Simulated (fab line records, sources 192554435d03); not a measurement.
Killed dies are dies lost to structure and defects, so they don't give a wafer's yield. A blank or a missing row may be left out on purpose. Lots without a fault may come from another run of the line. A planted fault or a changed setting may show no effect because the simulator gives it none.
A struck lot beside a sound one | flow n5_finfet | 14 steps out of a route of 1938
Sound: wafers L447.4, L447.5, L447.6. Struck: wafers L450.1, L450.3, L450.5. The cause comes at the end.
At each step with rows: each side's tool, then ch and its chambers, then its first start. Under that, the readings that differ: sound wafers | struck wafers | difference of the means | sigmas: that difference in standard deviations of wafers without a fault.
alike: readings whose means differ by less than 2 such deviations, and words and numbers that are the same on both sides. not compared: withheld readings, readings that some wafer has no value for, bounds like >300 that may hide the same value, and numbers for which the record gives no deviation and whose values overlap.
The two part at a step that has a row with sigmas, a row that says differs or no value, or rows on one side only. Numbers that don't overlap but have no deviation are shown without sigmas and don't part them. A reading that every wafer of one side lacks parts them only if that side has two wafers or more.

N5_BEOL_M1_CD_MEAS_35: target cd 18 nm, target cd y 21 nm.
  sound on cd_sem-02, day 9 21:33; struck on cd_sem-01, day 10 18:53
  alike: cd_nm
N5_BEOL_M1_DEGAS_44: time 60 s.
  sound on pvd_sputter-01, day 9 21:52; struck on pvd_sputter-01, day 10 18:59
  alike: heater_power_w
then, 1 step without rows for these wafers: N5_BEOL_M1_PRE_CLEAN_45 (time 30 s).
N5_BEOL_M1_ALD_84: deposits TaN, pulse time 2 s, purge time 3 s, co reactant purge time 2 s.
  sound on ald_metal-02 ch 1,2, day 9 21:58; struck on ald_metal-03 ch 1,2,3, day 10 19:05
  alike: heater_power_w, mfc_carrier_sccm
then, 4 steps without rows for these wafers: N5_BEOL_M1_SURFACE_TREAT_85; N5_BEOL_M1_CVD_47 (deposits Co from CCTBA/H2, target thk 3 nm, time 223.8 s); N5_BEOL_M1_SPUTTER_48 (material Cu, target thk 4.5 nm, time 8.29 s); N5_BEOL_M1_ANNEAL_49 (time 240 s).
N5_BEOL_M1_SPUTTER_79: material Cu, target thk 4.5 nm, time 8.29 s.
  sound on pvd_sputter-01, day 9 22:44; struck on pvd_sputter-01, day 10 19:52
  alike: chamber_pressure_pa, chuck_gas_flow_sccm, throttle_valve_pct
N5_BEOL_M1_ANNEAL_80: time 240 s.
  sound on pvd_sputter-01, day 9 22:49; struck on pvd_sputter-01, day 10 19:56
  alike: heater_power_w
then, 2 steps without rows for these wafers: N5_BEOL_M1_SPUTTER_81 (material Cu, target thk 4.5 nm, time 8.29 s); N5_BEOL_M1_ANNEAL_82 (time 240 s).
N5_BEOL_M1_SPUTTER_86: material Cu, target thk 4.5 nm, time 8.29 s.
  sound on pvd_sputter-01, day 9 23:11; struck on pvd_sputter-01, day 10 20:18
  no value came back on the struck wafers for chamber_pressure_pa (Pa), chuck_gas_flow_sccm (sccm), throttle_valve_pct (%); on the sound wafers chamber_pressure_pa (Pa) reads 0.06996 0.07005 0.06994
N5_BEOL_M1_ANNEAL_87: time 240 s.
  sound on pvd_sputter-01, day 9 23:16; struck on pvd_sputter-01, day 10 20:23
  alike: heater_power_w

WHERE THEY PART
Only at N5_BEOL_M1_SPUTTER_86, within this record. Later steps at which nothing parts them and some readings are alike: N5_BEOL_M1_ANNEAL_87.

WHY: what the simulator had put in
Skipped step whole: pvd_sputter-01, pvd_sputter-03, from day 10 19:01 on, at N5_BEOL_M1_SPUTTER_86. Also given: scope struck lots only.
